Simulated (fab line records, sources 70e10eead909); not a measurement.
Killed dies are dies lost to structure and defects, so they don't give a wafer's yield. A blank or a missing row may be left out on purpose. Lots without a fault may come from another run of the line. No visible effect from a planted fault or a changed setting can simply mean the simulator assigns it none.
What tool caused it? + flow nandHarc + 72 wafers from 24 lots sampled at 2 of the route's 1302 steps

WHAT THE GAUGES SHOWED, per wafer
NHARC_A_SIN_REMOVE_INSPECT_04.
| lot  | measured     | on               | rawDefectCount |
|------|--------------|------------------|----------------|
| L074 | day 19 12:19 | defectInspect-01 | 691 616 411    |
| L075 | day 20 17:56 | defectInspect-02 | 337 316 388    |
| L076 | day 20 17:56 | defectInspect-01 | 418 487 406    |
| L077 | day 20 22:07 | defectInspect-02 | 273 280 287    |
| L079 | day 21 21:43 | defectInspect-01 | 394 613 322    |
| L078 | day 21 21:43 | defectInspect-02 | 399 424 484    |
| L080 | day 22 14:41 | defectInspect-01 | 367 389 365    |
| L081 | day 23 04:41 | defectInspect-01 | 450 489 391    |
| L082 | day 23 06:26 | defectInspect-02 | 354 368 417    |
| L083 | day 23 18:02 | defectInspect-01 | 334 360 417    |
| L085 | day 24 12:04 | defectInspect-02 | 345 377 387    |
| L084 | day 24 12:05 | defectInspect-01 | 307 395 358    |
| L086 | day 24 17:29 | defectInspect-01 | 384 344 352    |
| L088 | day 26 00:25 | defectInspect-02 | 407 381 340    |
| L089 | day 26 00:23 | defectInspect-01 | 505 482 508    |
| L087 | day 26 04:14 | defectInspect-02 | 462 401 517    |
| L091 | day 26 13:08 | defectInspect-01 | 406 330 332    |
| L090 | day 26 13:08 | defectInspect-02 | 663 395 571    |
| L092 | day 27 19:18 | defectInspect-02 | 519 562 615    |
| L093 | day 28 00:28 | defectInspect-02 | 371 353 495    |
| L094 | day 28 11:46 | defectInspect-02 | 623 412 435    |
| L095 | day 28 11:48 | defectInspect-01 | 406 361 421    |
| L096 | day 29 07:19 | defectInspect-02 | 370 321 556    |
| L097 | day 29 19:19 | defectInspect-01 | 383 506 423    |

WHAT TOOL EACH LOT RAN ON (gives the tool, then ch and the chambers of the sampled wafers, and finally the start)
| lot  | NHARC_A_SLIT_STRIP_18                        |
|------|----------------------------------------------|
| L074 | rieDiel-07 ch 0,1,3, day 19 12:19 or earlier |
| L075 | rieDiel-13 ch 1,2, day 20 17:56 or earlier   |
| L076 | rieDiel-07 ch 0,1, day 20 17:56 or earlier   |
| L077 | rieDiel-09 ch 1,3, day 20 22:07 or earlier   |
| L079 | rieDiel-09 ch 1,2, day 21 21:43 or earlier   |
| L078 | rieDiel-07 ch 0,1,3, day 21 21:43 or earlier |
| L080 | rieDiel-13 ch 1,2, day 22 14:41 or earlier   |
| L081 | rieDiel-07 ch 1,2,3, day 23 04:41 or earlier |
| L082 | rieDiel-07 ch 0,3, day 23 06:26 or earlier   |
| L083 | rieDiel-07 ch 1,2,3, day 23 18:02 or earlier |
| L085 | rieDiel-09 ch 0,1,2, day 24 12:04 or earlier |
| L084 | rieDiel-13 ch 1,2,3, day 24 12:05 or earlier |
| L086 | rieDiel-13 ch 1,2,3, day 24 17:29 or earlier |
| L088 | rieDiel-09 ch 1,2,3, day 26 00:25 or earlier |
| L089 | rieDiel-13 ch 0,1,2, day 26 00:23 or earlier |
| L087 | rieDiel-09 ch 0,1,3, day 26 04:14 or earlier |
| L091 | rieDiel-13 ch 0,1, day 26 13:08 or earlier   |
| L090 | rieDiel-09 ch 0,1,3, day 26 13:08 or earlier |
| L092 | rieDiel-13 ch 0,2, day 27 19:18 or earlier   |
| L093 | rieDiel-07 ch 0,1,3, day 28 00:28 or earlier |
| L094 | rieDiel-13 ch 0,3, day 28 11:46 or earlier   |
| L095 | rieDiel-13 ch 0,1,2, day 28 11:48 or earlier |
| L096 | rieDiel-09 ch 0,2,3, day 29 07:19 or earlier |
| L097 | rieDiel-09 ch 2,3, day 29 19:19 or earlier   |
- NHARC_A_SLIT_STRIP_18: strips in O2.

WHAT THE TOOLS THEMSELVES READ (means of the sampled wafers that have a number; where no wafer has one, the mark that the record gives instead)
NHARC_A_SLIT_STRIP_18.
| lot  | tool       | drypumpMotorCurrentA (A) | oesProductAu (a.u.) | rfVppV (V) | showerheadPlenumPTorr (Torr) | throttleValvePct (%) |
|------|------------|--------------------------|---------------------|------------|------------------------------|----------------------|
| L074 | rieDiel-07 | 6.2                      | 0.996               | 58.7       | 3.51                         | 17.031               |
| L075 | rieDiel-13 | 5.5                      | 1.000               | 57.8       | 3.56                         | 17.033               |
| L076 | rieDiel-07 | 6.5                      | 0.996               | 57.4       | 3.47                         | 17.032               |
| L077 | rieDiel-09 | 5.7                      | 0.991               | 57.5       | 3.61                         | 17.037               |
| L079 | rieDiel-09 | 5.4                      | 1.006               | 57.0       | 3.39                         | 17.037               |
| L078 | rieDiel-07 | 6.2                      | 0.986               | 57.5       | 3.51                         | 17.041               |
| L080 | rieDiel-13 | 5.4                      | 1.012               | 57.3       | 3.42                         | 17.038               |
| L081 | rieDiel-07 | 6.0                      | 0.997               | 57.3       | 3.43                         | 17.038               |
| L082 | rieDiel-07 | 6.3                      | 0.991               | 57.9       | 3.59                         | 17.026               |
| L083 | rieDiel-07 | 6.0                      | 0.986               | 57.7       | 3.43                         | 17.037               |
| L085 | rieDiel-09 | 5.5                      | 0.996               | 58.1       | 3.42                         | 17.035               |
| L084 | rieDiel-13 | 5.6                      | 0.994               | 57.5       | 3.43                         | 17.041               |
| L086 | rieDiel-13 | 5.6                      | 0.999               | 57.8       | 3.43                         | 17.036               |
| L088 | rieDiel-09 | 5.8                      | 0.994               | 57.9       | 3.50                         | 17.034               |
| L089 | rieDiel-13 | 5.7                      | 1.013               | 57.4       | 3.44                         | 17.039               |
| L087 | rieDiel-09 | 5.9                      | 0.999               | 57.8       | 3.53                         | 17.030               |
| L091 | rieDiel-13 | 6.0                      | 1.008               | 57.6       | 3.47                         | 17.037               |
| L090 | rieDiel-09 | 5.9                      | 0.993               | 58.6       | 3.53                         | 17.050               |
| L092 | rieDiel-13 | 5.5                      | 1.008               | 57.7       | 3.31                         | 17.031               |
| L093 | rieDiel-07 | 6.2                      | 0.996               | 56.8       | 3.51                         | 17.026               |
| L094 | rieDiel-13 | 6.0                      | 1.000               | 56.5       | 3.34                         | 17.034               |
| L095 | rieDiel-13 | 5.7                      | 1.012               | 57.5       | 3.44                         | 17.050               |
| L096 | rieDiel-09 | 6.0                      | 0.997               | 57.4       | 3.42                         | 17.038               |
| L097 | rieDiel-09 | 6.2                      | 1.003               | 57.2       | 3.51                         | 17.039               |

THE ANSWER, worked out from the rows above alone
Rule: what is usual is taken from the lots themselves. The widest of any qualifying gaps counts: lots, ordered by their means at a reading, are off when they make up no more than a third of the lots, leave a main group of 4 or more, and stand apart from it by 3 or more times the standard deviation of that group's means. Not used: any main group whose means are identical at the precision the tables above print for the reading. A lot without any number at a reading at which 4 lots or more have one is off too. Any other lot the step has rows for is counted as sound. After the gauges, taken in route order, come the tools' own readings; for these a lot's mean is taken, as printed above. The first step at which some lot is off is used, and at that step the reading that is off furthest; a lot without a number counts as furthest.
No lot is off at any reading shown: from this, nothing can be told.

WHAT THE SIMULATOR PUT IN
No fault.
